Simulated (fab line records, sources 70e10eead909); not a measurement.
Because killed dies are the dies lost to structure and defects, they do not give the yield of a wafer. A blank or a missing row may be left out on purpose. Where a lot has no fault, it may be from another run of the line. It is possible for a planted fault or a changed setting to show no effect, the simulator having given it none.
Chamber matching / flow nand-harc / 4 sister chambers for NHARC_P_M2_CMP_23 on cmp-04
The step polishes, t overpolish 20 s, target thk 144.3 nm. 4 wafers are shown with their chamber, then 10 later ones without.

== WAFERS, EACH WITH ITS CHAMBER ==
wafer=L081.6; chamber=1; motor-current-A (A)=11.1
wafer=L086.6; chamber=2; motor-current-A (A)=11.8
wafer=L089.3; chamber=3; motor-current-A (A)=12.0
wafer=L089.4; chamber=0; motor-current-A (A)=10.7

== WAFERS WITHOUT THEIR CHAMBER ==
wafer=L089.5; motor-current-A (A)=12.2
wafer=L090.2; motor-current-A (A)=11.6
wafer=L090.3; motor-current-A (A)=12.0
wafer=L090.4; motor-current-A (A)=11.8
wafer=L092.1; motor-current-A (A)=12.0
wafer=L092.3; motor-current-A (A)=9.7
wafer=L092.6; motor-current-A (A)=12.1
wafer=L097.3; motor-current-A (A)=12.2
wafer=L097.4; motor-current-A (A)=11.5
wafer=L097.5; motor-current-A (A)=11.7

== THE CHAMBER EACH PASSED THROUGH ==
wafer=L089.5; from the rows above=can't be placed: 3 or 2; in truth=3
wafer=L090.2; from the rows above=can't be placed: 2 or 3 or 1 or 0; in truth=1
wafer=L090.3; from the rows above=can't be placed: 3 or 2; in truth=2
wafer=L090.4; from the rows above=can't be placed: 2 or 3 or 1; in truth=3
wafer=L092.1; from the rows above=can't be placed: 3 or 2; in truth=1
wafer=L092.3; from the rows above=can't be placed: 0 or 1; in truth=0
wafer=L092.6; from the rows above=can't be placed: 3 or 2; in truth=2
wafer=L097.3; from the rows above=can't be placed: 3 or 2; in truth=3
wafer=L097.4; from the rows above=can't be placed: 2 or 1 or 3 or 0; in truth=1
wafer=L097.5; from the rows above=can't be placed: 2 or 3 or 1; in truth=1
Correctly placed: 0 of 10. Not placeable from these rows: 10 (in 9, the candidates include the true chamber). Placed wrongly: 0.
How it was worked out, from the rows above alone: a wafer's distance from a chamber is the root of the sum, over the readings, of the square of ((its reading less the chamber's mean) divided by the reading's scatter). The wafer belongs to the nearest chamber; if the next one is less than 2 further off, it can't be placed. For every chamber, the mean is computed from those of its wafers that are shown. The scatter (one wafer shown for each chamber): square how far every hidden wafer sits from the nearest shown wafer, average those squares and take the square root.
